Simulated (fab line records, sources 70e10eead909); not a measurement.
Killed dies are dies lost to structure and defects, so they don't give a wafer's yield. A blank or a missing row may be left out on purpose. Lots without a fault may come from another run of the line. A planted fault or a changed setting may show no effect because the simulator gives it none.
fab line records | flow nand_harc
record lots=5 wafers=15 last_day=33
route steps=1302 shown THIN_TSV@1291 END@1301
lots that met no fault: from a run of the same line without faults
start_h: hours from the record's first day to the start of the lot's first wafer shown | wait_h: hours since the lot's step before | " the same as in the row above | L1.1+2: a row that stands for several wafers | - no value, or no start given | * or withheld: withheld | < > ~ a bound
route shown NAME@n: a module of which the file shows steps, and the number in the route of the first | usual: mean/standard deviation of fault-free wafers | same: alike in all rows | chamber/n: place in a boat | sites: the reading at each site | _std_site: their standard deviation | _edge_site: outer sites' mean less inner sites' | radius_mm: how far each site lies from the wafer's centre | mask NAME#n: copy n | behind: the tool/chamber that last shaped the wafer | hold: why the lot was held/for how many hours/how that ended | device: the transistor (n, p or np) that didn't switch | end of line: the same wafers' tests at the end of the route | a step without rows: its recipe alone | killed: dies lost to structure and defects at the first sort, not the wafer's yield | map: a wafer's dies, x killed, . not, _ none there
set.NAME: the setting as run; set.NAME@STEP: as run at that earlier step | model.NAME: the simulator's own value behind a step, which no gauge read
lots at some steps of the route; a table a step, a row a wafer
services: from which hour (start_h, from the record's first day; less than 0 if before it) a tool's chamber was out of use, for how many hours, and why
## steps
# step NHARC_THIN_TSV_CD_MEAS_33
# recipe target_cd_nm=5000 landing_energy_ev=500
# usual cd_nm=4999.4/1.3
# columns lot.wafer tool chamber start_h wait_h cd_nm
L077.1 cd_sem-02 0 603.96 - 4999.0
L077.2 " 0 " " 4999.4
L077.6 " 0 " " 4997.8
L082.1 cd_sem-02 0 630.02 - 4998.5
L082.3 " 0 " " 4999.0
L082.4 " 0 " " 4998.9
L088.1 cd_sem-01 0 702.44 - 4999.0
L088.2 " 0 " " 4998.6
L088.5 " 0 " " 5000.0
L094.1 cd_sem-01 0 769.53 - 5002.3
L094.4 " 0 " " 5004.8
L094.6 " 0 " " 5002.5
L096.1 cd_sem-03 0 791.03 - 4999.6
L096.4 " 0 " " 5000.4
L096.5 " 0 " " 4998.8
# step NHARC_THIN_TSV_HARDBAKE_34
# recipe temp_c=125 time_s=80
# usual exhaust_pa=44.9/0.78
# columns lot.wafer tool chamber start_h wait_h exhaust_pa
L077.1 litho_track-05 0 604.03 - 44.1
L077.2 " 0 " " 45.2
L077.6 " 0 " " 43.7
L082.1 litho_track-05 0 630.10 - 46.1
L082.3 " 0 " " 45.0
L082.4 " 0 " " 44.2
L088.1 litho_track-05 0 702.52 - 44.4
L088.2 " 0 " " 44.4
L088.5 " 0 " " 46.6
L094.1 litho_track-07 0 769.61 - 44.4
L094.4 " 0 " " 44.3
L094.6 " 0 " " 44.0
L096.1 litho_track-02 0 791.11 - 44.7
L096.4 " 0 " " 45.8
L096.5 " 0 " " 45.4
# step NHARC_THIN_TSV_DESCUM_35
# recipe time_s=3 o2_flow_sccm=200 ar_flow_sccm=0 bias_power_w=0 chemistry=O2
# usual drypump_motor_current_A=5.6/0.4 oes_product_au=1.000/0.0088 rf_vpp_V=57.8/0.76 showerhead_plenum_p_Torr=1.92/0.098 throttle_valve_pct=11.311/0.0077
# same bias_power_w=0
# columns lot.wafer tool chamber start_h wait_h drypump_motor_current_A oes_product_au rf_hours_counter_h rf_vpp_V showerhead_plenum_p_Torr throttle_valve_pct
L077.1 rie_diel-08 1 604.13 - 5.8 0.985 1.9 56.0 2.02 11.306
L077.2 " 2 " " 6.1 0.999 3.4 57.7 1.80 11.310
L077.6 " 0 " " 5.9 0.987 - 57.4 1.85 11.296
L082.1 rie_diel-08 0 630.18 - 5.9 0.997 5.3 57.3 1.85 11.311
L082.4 " 1 " " 5.8 1.000 3.6 58.0 2.02 11.317
L082.3 " 2 " " 6.1 0.993 5.0 57.5 1.80 11.309
L088.2 rie_diel-01 1 702.61 - 5.2 1.007 6.8 58.6 1.99 11.307
L088.1 " 3 " " 5.2 1.009 7.8 56.9 1.99 11.314
L088.5 " 1 " " 5.2 1.007 - 57.8 1.99 11.302
L094.4 rie_diel-05 1 769.70 - 5.4 0.998 0 57.6 1.92 11.307
L094.1 " 3 " " 5.9 0.998 0 58.0 1.77 11.314
L094.6 " 2 " " 5.8 0.992 - 57.5 2.02 11.323
L096.4 rie_diel-08 0 791.20 - 5.9 0.996 5.6 57.2 1.85 11.301
L096.1 " 2 " " 6.0 1.017 4.7 57.5 1.80 11.309
L096.5 " 3 " " 5.3 0.996 - 57.4 1.80 11.312
# step NHARC_THIN_TSV_ETCH_59
# recipe target_depth_a=8800 icp_w=900 bias_w=100 Cl2_flow_sccm=60 bcl3_flow_sccm=30 time_s=138.1 chemistry=Cl2/BCl3
# usual bcl3_flow_sccm=30.01/0.082 bias_w=100.03/0.28 drypump_motor_current_A=5.7/0.46 oes_product_au=0.999/0.0067 throttle_valve_pct=22.265/0.0099
# columns lot.wafer tool chamber start_h wait_h bcl3_flow_sccm bias_w drypump_motor_current_A oes_product_au rf_hours_counter_h throttle_valve_pct
L077.1 rie_metal-02 1 604.24 0.1 30.07 100.06 6.1 0.987 2.5 22.249
L077.2 " 0 " " 30.05 100.16 5.5 0.997 3.0 22.277
L077.6 " 1 " " 30.04 100.38 6.1 0.999 - 22.256
L082.1 rie_metal-01 1 630.31 0.1 30.16 100.29 5.3 0.996 0.8 22.260
L082.3 " 1 " " 30.05 100.11 5.3 1.005 - 22.254
L082.4 " 0 " " 29.97 100.43 5.6 1.004 - 22.265
L088.1 rie_metal-02 0 702.72 0.1 30.09 99.90 5.5 0.984 0.8 22.261
L088.2 " 0 " " 29.99 99.95 5.5 0.988 - 22.272
L088.5 " 0 " " 30.03 99.79 5.6 0.995 - 22.283
L094.1 rie_metal-02 0 769.82 0.1 29.99 100.30 5.5 1.001 2.3 22.260
L094.4 " 1 " " 30.02 100.04 6.1 0.993 - 22.268
L094.6 " 0 " " 30.09 100.14 5.5 1.000 - 22.259
L096.1 rie_metal-02 1 791.31 0.1 29.93 99.65 6.1 1.003 2.4 22.267
L096.4 " 1 " " 29.99 99.88 6.1 1.005 - 22.277
L096.5 " 1 " " 29.94 100.13 6.1 1.015 - 22.243
# step NHARC_THIN_TSV_ETCH_36
# recipe target_depth_a=650 over_etch_frac=0.3 time_s=18.571 ion_energy_ev=150 chemistry=Cl2/BCl3
# usual drypump_motor_current_A=5.7/0.46 oes_product_au=0.998/0.0073
# same over_etch_frac=0.3
# columns lot.wafer tool chamber start_h wait_h drypump_motor_current_A oes_product_au rf_hours_counter_h
L077.1 rie_metal-02 0 604.50 0.2 5.5 0.996 3.1
L077.2 " 1 " " 6.1 0.998 2.6
L077.6 " 0 " " 5.5 1.000 -
L082.1 rie_metal-01 1 630.57 0.2 5.3 0.998 0.9
L082.4 " 1 " " 5.3 0.997 -
L082.3 " 0 " " 5.6 0.993 -
L088.1 rie_metal-02 0 703.20 0.4 5.5 0.994 1.1
L088.2 " 0 " " 5.5 0.998 -
L088.5 " 0 " " 5.6 1.011 -
L094.1 rie_metal-02 0 770.09 0.2 5.5 0.992 2.5
L094.4 " 0 " " 5.5 0.996 -
L094.6 " 1 " " 6.1 1.004 -
L096.1 rie_metal-02 1 791.58 0.2 6.1 1.003 2.5
L096.4 " 0 " " 5.6 1.000 -
L096.5 " 1 " " 6.0 1.007 -
# step NHARC_THIN_TSV_STRIP_56
# recipe power_w=1500 temp_c=250 chemistry=O2
# usual drypump_motor_current_A=6.08/0.18 heater_power_w=299/23
# columns lot.wafer tool chamber start_h wait_h drypump_motor_current_A heater_power_w rf_hours_counter_h
L077.1 plasma_asher-01 1 607.94 3.4 6.16 283 17
L077.2 " 0 " " 6.06 332 17
L077.6 " 1 " " 6.17 275 -
L082.1 plasma_asher-01 1 630.68 0.1 6.16 283 23
L082.3 " 1 " " 6.16 287 -
L082.4 " 0 " " 6.06 332 -
L088.2 plasma_asher-02 1 703.33 0.1 5.76 276 21
L088.1 " 0 " " 6.32 280 21
L088.5 " 1 " " 5.75 279 -
L094.1 plasma_asher-01 0 770.24 0.1 6.07 338 13
L094.4 " 1 " " 6.15 281 -
L094.6 " 0 " " 6.06 332 -
L096.1 plasma_asher-02 1 791.67 0.1 5.75 267 1
L096.4 " 1 " " 5.75 266 -
L096.5 " 0 " " 6.36 282 -
# step NHARC_THIN_TSV_STRIP_57
# recipe time_s=1200 temp_c=72.5 chemistry=post_etch_residue_remover
# columns lot.wafer tool chamber start_h wait_h
L077.2+1+6 wet_bench-10 5,6,0 608.31 0.3
L082.3+1+4 wet_bench-10 0,1,4 631.03 0.2
L088.2+1+5 wet_bench-08 0,1,2 703.70 0.3
L094.1+6+4 wet_bench-10 2,3,4 770.54 0.3
L096.4+5+1 wet_bench-10 3,6,7 792.03 0.2
# step NHARC_THIN_TSV_CD_MEAS_37
# usual cd_nm=4997.9/2.3
# columns lot.wafer tool chamber start_h wait_h cd_nm
L077.1 cd_sem-01 - 608.79 - 4997.5
L077.2 " - " " 4998.1
L077.6 " - " " 4996.4
L082.1 cd_sem-02 - 631.46 - 4994.3
L082.3 " - " " 4997.0
L082.4 " - " " 4997.5
L088.1 cd_sem-02 - 704.14 - 4999.8
L088.2 " - " " 4999.1
L088.5 " - " " 5000.6
L094.1 cd_sem-02 - 770.99 - 5002.0
L094.4 " - " " 5004.6
L094.6 " - " " 5001.0
L096.1 cd_sem-01 - 792.47 - 4997.3
L096.4 " - " " 5000.2
L096.5 " - " " 4997.0
# step NHARC_THIN_TSV_ANNEAL_58
# recipe temp_c=400 time_s=1800
# usual spike_tc_top_C=428.8/1.7
# columns lot.wafer tool chamber start_h wait_h spike_tc_top_C
L077.1 furnace-02 0 611.47 2.7 429.5
L077.2 " 0 " " 429.9
L077.6 " 0 " " 427.8
L082.1 furnace-05 0 635.27 3.8 430.6
L082.3 " 0 " " 430.4
L082.4 " 0 " " 429.5
L088.1 furnace-05 0 707.21 3.1 431.0
L088.2 " 0 " " 428.9
L088.5 " 0 " " 429.2
L094.1 furnace-05 0 773.07 2.1 430.4
L094.4 " 0 " " 430.6
L094.6 " 0 " " 429.9
L096.1 furnace-02 0 794.66 2.2 428.1
L096.4 " 0 " " 430.4
L096.5 " 0 " " 429.5
# step NHARC_THIN_TSV_INSPECT_40
# usual raw_defect_count=550/110
# columns lot.wafer tool chamber start_h wait_h raw_defect_count
L077.1 defect_inspect-01 - 612.91 0.4 697
L077.2 " - " " 471
L077.6 " - " " 631
L082.1 defect_inspect-02 - 636.72 0.4 496
L082.3 " - " " 489
L082.4 " - " " 547
L088.1 defect_inspect-01 - 708.67 0.4 464
L088.2 " - " " 500
L088.5 " - " " 510
L094.1 defect_inspect-02 - 774.51 0.4 530
L094.4 " - " " 714
L094.6 " - " " 506
L096.1 defect_inspect-01 - 796.11 0.4 549
L096.4 " - " " 663
L096.5 " - " " 658
# step NHARC_END_WLT_00
# usual VT_DECK1_BOTTOM=0.870/0.0061 VT_DECK1_BOTTOM_INNER=0.871/0.0065 VT_DECK1_MEDIAN_NEAR_BOTTOM=0.871/0.0066 VT_DECK1_MEDIAN_NEAR_BOTTOM_INNER=0.871/0.0061 VT_DECK1_MIDDLE=0.884/0.006 VT_DECK1_MIDDLE_INNER=0.884/0.0067 VT_DECK1_TOP=0.895/0.0068 VT_DECK1_TOP_INNER=0.895/0.0065 VT_DECK2_BOTTOM=0.873/0.0075 VT_DECK2_BOTTOM_INNER=0.872/0.0079 VT_DECK2_MEDIAN_NEAR_BOTTOM=0.874/0.0076 VT_DECK2_MEDIAN_NEAR_BOTTOM_INNER=0.874/0.0073 VT_DECK2_MIDDLE=0.886/0.0079 VT_DECK2_MIDDLE_INNER=0.886/0.007 VT_DECK2_TOP=0.898/0.0081 VT_DECK2_TOP_INNER=0.898/0.0083
# columns lot.wafer tool chamber start_h wait_h VT_DECK1_BOTTOM VT_DECK1_BOTTOM_INNER VT_DECK1_MEDIAN_NEAR_BOTTOM VT_DECK1_MEDIAN_NEAR_BOTTOM_INNER VT_DECK1_MIDDLE VT_DECK1_MIDDLE_INNER VT_DECK1_TOP VT_DECK1_TOP_INNER VT_DECK2_BOTTOM VT_DECK2_BOTTOM_INNER VT_DECK2_MEDIAN_NEAR_BOTTOM VT_DECK2_MEDIAN_NEAR_BOTTOM_INNER VT_DECK2_MIDDLE VT_DECK2_MIDDLE_INNER VT_DECK2_TOP VT_DECK2_TOP_INNER
L077.1 prober-02 - 612.97 0.1 0.861 0.858 0.866 0.866 0.876 0.874 0.891 0.895 0.877 0.872 0.876 0.875 0.885 0.881 0.899 0.895
L077.2 " - " " 0.875 0.872 0.868 0.863 0.881 0.879 0.890 0.892 0.872 0.870 0.868 0.872 0.892 0.889 0.890 0.892
L077.6 " - 615.45 2.5 0.865 0.872 0.867 0.871 0.889 0.881 0.893 0.888 0.874 0.874 0.882 0.882 0.882 0.884 0.897 0.896
L082.1 prober-01 - 637.38 0.7 0.873 0.873 0.875 0.876 0.884 0.885 0.898 0.891 0.866 0.871 0.869 0.875 0.875 0.881 0.882 0.893
L082.3 " - 638.39 1.7 0.879 0.876 0.874 0.876 0.893 0.888 0.892 0.907 0.877 0.871 0.872 0.875 0.884 0.890 0.894 0.890
L082.4 " - " " 0.875 0.876 0.877 0.874 0.895 0.897 0.893 0.895 0.868 0.872 0.870 0.882 0.886 0.883 0.898 0.897
L088.1 prober-02 - 708.73 0.1 0.868 0.864 0.870 0.867 0.875 0.883 0.889 0.891 0.874 0.859 0.871 0.860 0.877 0.878 0.889 0.892
L088.2 " - " " 0.869 0.876 0.868 0.871 0.876 0.878 0.888 0.883 0.866 0.861 0.863 0.859 0.877 0.882 0.892 0.881
L088.5 " - 710.73 2.1 0.863 0.862 0.869 0.863 0.875 0.874 0.887 0.883 0.869 0.862 0.861 0.867 0.878 0.885 0.895 0.898
L094.1 prober-01 - 774.56 0.0 0.872 0.857 0.870 0.872 0.885 0.885 0.892 0.890 0.880 0.889 0.884 0.890 0.902 0.892 0.896 0.912
L094.4 " - 776.07 1.6 0.863 0.862 0.860 0.864 0.875 0.880 0.888 0.889 0.882 0.887 0.883 0.891 0.894 0.892 0.911 0.911
L094.6 " - 777.08 2.6 0.866 0.874 0.864 0.867 0.878 0.878 0.894 0.888 0.889 0.884 0.892 0.880 0.899 0.898 0.926 0.903
L096.1 prober-01 - 796.16 0.0 0.880 0.881 0.872 0.877 0.882 0.882 0.911 0.906 0.874 0.878 0.882 0.872 0.880 0.882 0.908 0.900
L096.4 " - 797.68 1.6 0.874 0.872 0.873 0.874 0.887 0.884 0.905 0.901 0.876 0.880 0.870 0.876 0.891 0.891 0.904 0.906
L096.5 " - " " 0.878 0.883 0.880 0.877 0.886 0.890 0.900 0.905 0.873 0.875 0.882 0.880 0.892 0.893 0.904 0.899
# step NHARC_END_SORT_01
# recipe temp_c=25
# usual defect_limited_yield=92/3 killed_at_array=52/20 killed_at_other=1.0/1.3 killed_at_periphery=3.7/2.2 killed_dies=57/20 killed_open=3.2/1.6 killed_short=2.4/1.6 sort_bin_2_pct=2.9/1.4 sort_bin_3_pct=0.6/0.41 sort_bin_4_pct=4.8/1.5 sort_n_pass=620/20 sort_rim_yield_pct=93/3.5 sort_yield_pct=92/3
# same gross_dies=677 sort_bin_5_pct[%]=0 sort_bin_6_pct[%]=0 sort_bin_7_pct[%]=0 sort_bin_8_pct[%]=0 sort_rim_n_gross=106.00
# columns lot.wafer tool chamber start_h wait_h defect_limited_yield[%] killed_at_array killed_at_other killed_at_periphery killed_dies killed_open killed_short sort_bin_2_pct[%] sort_bin_3_pct[%] sort_bin_4_pct[%] sort_n_pass sort_rim_yield_pct[%] sort_yield_pct[%]
L088.1 prober-02 0 711.74 2.5 95 27 0 7 34 3 1 1.0 0 4.0 643 99 95
L088.2 prober-02 0 712.53 2.8 95 26 0 5 31 3 3 0.9 0.1 3.5 646 97 95
L088.5 prober-02 0 714.89 3.7 96 26 0 3 29 3 2 0.9 0.3 3.1 648 97 96
# killed by level:class
L088.1 A_CHANNEL_HOLE_D1:chamber_film_flake=7 A_SLIT:chamber_film_flake=7 A_CONTACT:chamber_film_flake=7 P_CONTACT:chamber_film_flake=4 A_ONON_D2:geometric_particle:open=2 P_GATE:chamber_film_flake=2 P_M0:geometric_particle:short=1 A_ONON_D1:geometric_particle:open=1
L088.2 A_CHANNEL_HOLE_D1:chamber_film_flake=10 P_CONTACT:chamber_film_flake=4 A_CHANNEL_FILL_D1:chamber_film_flake=4 A_STAIRCASE:chamber_film_flake=3 A_SLIT:chamber_film_flake=2 P_M0:geometric_particle:short=1 A_ONON_D1:geometric_particle:short=1 A_CHANNEL_HOLE_D1:geometric_particle:short=1
L088.5 A_CHANNEL_HOLE_D1:chamber_film_flake=6 A_CHANNEL_FILL_D1:chamber_film_flake=4 A_CONTACT:chamber_film_flake=4 A_DECK1_JOINT:chamber_film_flake=3 A_SLIT:chamber_film_flake=3 A_CHANNEL_FILL_D1:geometric_particle:open=2 P_CONTACT:chamber_film_flake=2 P_M1:geometric_particle:open=1
## services
# columns tool chamber start_h hours kind
rie_diel-05 - 583.60 9.0 pm
rie_diel-08 - 595.21 0.5 repair
rie_diel-01 2 595.63 17.7 repair
litho_track-07 - 601.00 7.0 pm
plasma_asher-01 - 602.91 4.3 repair
plasma_asher-02 - 603.00 9.0 pm
rie_diel-01 0 613.70 25.0 repair
rie_diel-08 2 619.12 2.3 repair
rie_diel-01 1 622.77 9.1 repair
rie_metal-02 - 631.03 9.0 pm
wet_bench-08 - 646.40 8.0 pm
litho_track-05 - 649.00 7.0 pm
wet_bench-10 - 663.20 8.0 pm
rie_diel-01 1 685.80 3.6 repair
plasma_asher-01 - 696.17 9.0 pm
rie_metal-02 1 700.07 4.2 repair
rie_diel-08 1 710.11 7.4 repair
rie_diel-08 - 714.54 9.4 repair
rie_diel-08 - 723.95 9.0 pm
plasma_asher-02 - 737.26 4.0 repair
rie_metal-01 - 752.00 9.0 pm
furnace-02 - 765.77 7.8 repair
plasma_asher-02 - 780.00 9.0 pm
rie_metal-02 - 783.85 0.2 repair
## key
fault none
